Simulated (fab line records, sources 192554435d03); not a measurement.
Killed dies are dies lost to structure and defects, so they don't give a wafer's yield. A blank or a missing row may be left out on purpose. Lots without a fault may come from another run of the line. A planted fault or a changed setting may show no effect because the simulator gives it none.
fab line records | flow n5_finfet
record lots=7 wafers=39
route steps=1938 shown WELL_APT@24 DUMMY_GATE@243
start_h: hours from the record's first day to the start of the lot's first wafer shown | wait_h: hours since the lot's step before | " the same as in the row above | L1.1+2: a row that stands for several wafers | - no value, or no start given | * or withheld: withheld | < > ~ a bound
route shown NAME@n: a module of which the file shows steps, and the number in the route of the first | usual: mean/standard deviation of fault-free wafers | same: alike in all rows | chamber/n: place in a boat | sites: the reading at each site | _std_site: their standard deviation | _edge_site: outer sites' mean less inner sites' | radius_mm: how far each site lies from the wafer's centre | mask NAME#n: copy n | behind: the tool/chamber that last shaped the wafer | hold: why the lot was held/for how many hours/how that ended | device: the transistor (n, p or np) that didn't switch | end of line: the same wafers' tests at the end of the route | a step without rows: its recipe alone | killed: dies lost to structure and defects at the first sort, not the wafer's yield | map: a wafer's dies, x killed, . not, _ none there
set.NAME: the setting as run; set.NAME@STEP: as run at that earlier step | model.NAME: the simulator's own value behind a step, which no gauge read
lots whose settings were changed on purpose; a table a step, a row a wafer
## steps
# step N5_WELL_APT_EXPOSE_05
# recipe mask_id=NWELL na=0.8 source_shape=conventional sigma_outer=0.8 polarization=unpolarized defocus_nm=0 target_cd_nm=200 dose_mj=20.3
# columns lot.wafer tool chamber start_h wait_h mask set.dose_mj
L075.1+2+3+4+5+6 krf_scanner-02 0 19.41 - NWELL#0 20.3
L080.1+2+4 krf_scanner-02 0 49.42 - NWELL#0 20.3
L080.3+5+6 " 0 " " NWELL#0 21.04
L081.1+4+5 krf_scanner-01 0 55.65 - NWELL#0 20.3
L081.2+3+6 " 0 " " NWELL#0 21.29
L083.1+2+4 krf_scanner-02 0 67.53 - NWELL#0 20.3
L083.3+5+6 " 0 " " NWELL#0 19.29
L084.1+2+6 krf_scanner-02 0 73.55 - NWELL#0 21.85
L084.3+4+5 " 0 " " NWELL#0 20.3
L086.1+4+5 krf_scanner-01 0 85.55 - NWELL#0 18.95
L086.2+3+6 " 0 " " NWELL#0 20.3
L097.2+4+6 krf_scanner-02 0 151.69 - NWELL#0 20.3
# step N5_WELL_APT_PEB_06
# recipe peb_temp_c=130 peb_time_s=90
# step N5_WELL_APT_DEVELOP_07
# recipe develop_time_s=45 rinse_liquid=surfactant_rinse dry=air_spin dev_temp_c=21
# step N5_WELL_APT_HARDBAKE_12
# recipe temp_c=130 time_s=120
# step N5_WELL_APT_CD_MEAS_08
# recipe target_cd_nm=200 landing_energy_ev=500 detector=se_inlens
# usual cd_nm=200.2/1.5
# columns lot.wafer tool chamber start_h wait_h set.dose_mj@WELL_APT_EXPOSE_05 cd_nm
L075.1 cd_sem-01 0 19.58 - 20.3 202.3
L075.2 " 0 " " 20.3 201.4
L075.3 " 0 " " 20.3 201.4
L075.4 " 0 " " 20.3 199.8
L075.5 " 0 " " 20.3 202.3
L075.6 " 0 " " 20.3 203.2
L080.1 cd_sem-02 0 49.59 - 20.3 202.9
L080.2 " 0 " " 20.3 201.1
L080.3 " 0 " " 21.04 206.4
L080.4 " 0 " " 20.3 199.7
L080.5 " 0 " " 21.04 208.7
L080.6 " 0 " " 21.04 208.9
L081.1 cd_sem-02 0 55.82 - 20.3 198.2
L081.2 " 0 " " 21.29 208.9
L081.3 " 0 " " 21.29 208.1
L081.4 " 0 " " 20.3 199.4
L081.5 " 0 " " 20.3 201.4
L081.6 " 0 " " 21.29 205.5
L083.1 cd_sem-03 0 67.71 - 20.3 199.8
L083.2 " 0 " " 20.3 201.2
L083.3 " 0 " " 19.29 190.5
L083.4 " 0 " " 20.3 199.3
L083.5 " 0 " " 19.29 191.2
L083.6 " 0 " " 19.29 189.4
L084.1 cd_sem-01 0 73.72 - 21.85 212.7
L084.2 " 0 " " 21.85 214.0
L084.3 " 0 " " 20.3 202.7
L084.4 " 0 " " 20.3 200.0
L084.5 " 0 " " 20.3 200.1
L084.6 " 0 " " 21.85 212.5
L086.1 cd_sem-03 0 85.72 - 18.95 188.4
L086.2 " 0 " " 20.3 200.8
L086.3 " 0 " " 20.3 199.5
L086.4 " 0 " " 18.95 189.0
L086.5 " 0 " " 18.95 189.3
L086.6 " 0 " " 20.3 199.1
L097.2 cd_sem-02 0 151.86 - 20.3 200.7
L097.4 " 0 " " 20.3 200.3
L097.6 " 0 " " 20.3 199.7
# step N5_WELL_APT_DESCUM_13
# recipe chemistry=O2 time_s=7.9 source_power_w=50 bias_power_w=20 pressure_mtorr=20 rf_frequency_hz=2.712e+07 temp_c=40 o2_flow_sccm=225
# columns lot.wafer tool chamber start_h wait_h set.dose_mj@WELL_APT_EXPOSE_05 model.WELL_APT.cd_nm
L075.1 rie_diel-05 1 19.67 0.0 20.3 202.6
L075.2 " 0 " " 20.3 201.5
L075.3 " 2 " " 20.3 201.4
L075.4 " 3 " " 20.3 200
L075.5 " 3 " " 20.3 202.5
L075.6 " 2 " " 20.3 203.1
L080.1 rie_diel-05 2 49.68 0.0 20.3 202.9
L080.2 " 0 " " 20.3 200.7
L080.3 " 1 " " 21.04 206.2
L080.4 " 1 " " 20.3 199.8
L080.5 " 0 " " 21.04 208.6
L080.6 " 2 " " 21.04 209
L081.1 rie_diel-03 2 55.93 0.1 20.3 198.4
L081.2 " 1 " " 21.29 208.9
L081.3 " 0 " " 21.29 208.4
L081.4 " 3 " " 20.3 199.3
L081.5 " 2 " " 20.3 201.4
L081.6 " 3 " " 21.29 205.3
L083.1 rie_diel-04 3 67.80 0.0 20.3 199.6
L083.2 " 2 " " 20.3 200.8
L083.3 " 1 " " 19.29 189.7
L083.4 " 1 " " 20.3 199
L083.5 " 3 " " 19.29 191
L083.6 " 2 " " 19.29 189.4
L084.1+6 rie_diel-03 2,1 73.81 0.0 21.85 212.5
L084.2 " 3 " " 21.85 213.9
L084.3 " 0 " " 20.3 203.1
L084.4 " 1 " " 20.3 199.9
L084.5 " 2 " " 20.3 200.2
L086.1 rie_diel-05 3 85.81 0.0 18.95 189
L086.2 " 2 " " 20.3 201.1
L086.3 " 1 " " 20.3 199.6
L086.4 " 0 " " 18.95 189.2
L086.5 " 0 " " 18.95 189.5
L086.6 " 1 " " 20.3 199.1
L097.2 rie_diel-05 3 152.09 0.2 20.3 200.7
L097.4 " 2 " " 20.3 199.8
L097.6 " 3 " " 20.3 200
# step N5_DUMMY_GATE_ETCH_31
# recipe chemistry=C4F6/O2 target=SiO2 mask_material=SOC target_depth_a=825 time_s=27.5 ion_energy_ev=250 pressure_mtorr=30 source_w=345 bias_w=185 Ar_flow_sccm=300 C4F6_flow_sccm=10 O2_flow_sccm=10
# columns lot.wafer tool chamber start_h wait_h set.target_depth_a model.etch.depth_nm
L075.1 rie_diel-06 3 55.64 0.0 825 82.71
L075.2 " 1 " " 825 81.47
L075.3 " 2 " " 788.6 78.51
L075.4 " 0 " " 788.6 78.02
L075.5 " 3 " " 788.6 78.32
L075.6 " 0 " " 825 81
L080.1 rie_diel-06 3 82.55 0.0 825 83.15
L080.2 " 1 " " 825 82.16
L080.3 " 2 " " 825 81.67
L080.4 " 0 " " 825 81.78
L080.5 " 0 " " 825 82.28
L080.6 " 3 " " 825 82.88
L081.1 rie_diel-01 2 87.32 0.0 739.4 76.1
L081.2 " 1 " " 825 81.7
L081.3 " 3 " " 739.4 73.15
L081.4 " 0 " " 739.4 75.25
L081.5 " 3 " " 825 81.81
L081.6 " 0 " " 825 84.95
L083.1 rie_diel-01 0 101.70 0.0 825 84.36
L083.2 " 2 " " 825 85.31
L083.3 " 1 " " 825 82.39
L083.4 " 3 " " 825 81.64
L083.5 " 1 " " 825 81.34
L083.6 " 2 " " 825 85.72
L084.1 rie_diel-01 3 106.73 0.0 825 81.67
L084.2 " 2 " " 825 85.95
L084.3 " 1 " " 825 82.91
L084.4 " 0 " " 825 84.63
L084.5 " 2 " " 825 86.31
L084.6 " 3 " " 825 82.09
L086.1 rie_diel-01 0 121.90 0.0 825 82.89
L086.2 " 2 " " 749.8 77
L086.3 " 3 " " 825 80.81
L086.4 " 1 " " 749.8 73.59
L086.5 " 3 " " 749.8 73.69
L086.6 " 0 " " 825 82.56
L097.2 rie_diel-06 0 184.77 0.0 825 82.41
L097.4 " 3 " " 825 85.98
L097.6 " 0 " " 825 82.18
# step N5_DUMMY_GATE_ETCH_32
# recipe chemistry=CF4 target=SiO2 target_depth_a=35 time_s=3.9 ion_energy_ev=350 pressure_mtorr=10 icp_w=800 bias_w=400 cf4_flow_sccm=80
# columns lot.wafer tool chamber start_h wait_h set.time_s model.etch.depth_nm
L075.1 rie_si-01 0 55.89 0.1 3.9 3.419
L075.2 " 1 " " 3.9 3.592
L075.3 " 3 " " 3.9 3.359
L075.4 " 2 " " 3.9 3.572
L075.5 " 1 " " 3.9 3.601
L075.6 " 2 " " 3.9 3.559
L080.1 rie_si-02 0 82.80 0.1 3.102 2.721
L080.2 " 2 " " 3.102 2.749
L080.3 " 1 " " 3.102 2.683
L080.4 " 3 " " 3.9 3.469
L080.5 " 0 " " 3.9 3.426
L080.6 " 1 " " 3.9 3.419
L081.1 rie_si-01 2 87.57 0.1 3.9 3.583
L081.2 " 1 " " 3.9 3.555
L081.3 " 0 " " 3.9 3.482
L081.4 " 3 " " 3.9 3.392
L081.5 " 3 " " 3.9 3.385
L081.6 " 0 " " 3.9 3.468
L083.1 rie_si-02 1 101.95 0.1 3.642 3.228
L083.2 " 2 " " 3.642 3.284
L083.3 " 3 " " 3.9 3.49
L083.4 " 0 " " 3.9 3.441
L083.5 " 3 " " 3.642 3.26
L083.6 " 2 " " 3.9 3.545
L084.1 rie_si-01 3 106.97 0.1 3.9 3.362
L084.2 " 1 " " 3.9 3.595
L084.3 " 0 " " 3.9 3.478
L084.4 " 2 " " 3.9 3.53
L084.5 " 3 " " 3.9 3.388
L084.6 " 2 " " 3.9 3.56
L086.1 rie_si-01 0 122.15 0.1 3.27 2.894
L086.2 " 1 " " 3.27 2.993
L086.3 " 2 " " 3.9 3.572
L086.4 " 3 " " 3.27 2.843
L086.5 " 0 " " 3.9 3.466
L086.6 " 1 " " 3.9 3.571
L097.2 rie_si-04 2 185.02 0.1 3.9 3.557
L097.4 " 2 " " 3.9 3.561
L097.6 " 3 " " 3.9 3.483
## key
split step=N5_WELL_APT_EXPOSE_05 setting=dose_mj stated=20.3 by=wafer
response step=N5_WELL_APT_CD_MEAS_08 reading=cd_nm change=+1.69 per=1% r=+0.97
response step=N5_WELL_APT_DESCUM_13 reading=model.WELL_APT.cd_nm change=+1.66 per=1% r=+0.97
split step=N5_DUMMY_GATE_ETCH_31 setting=target_depth_a stated=825 by=wafer
response step=N5_DUMMY_GATE_ETCH_31 reading=model.etch.depth_nm change=+0.784 per=1% r=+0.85
split step=N5_DUMMY_GATE_ETCH_32 setting=time_s stated=3.9 by=wafer
response step=N5_DUMMY_GATE_ETCH_32 reading=model.etch.depth_nm change=+0.0365 per=1% r=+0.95
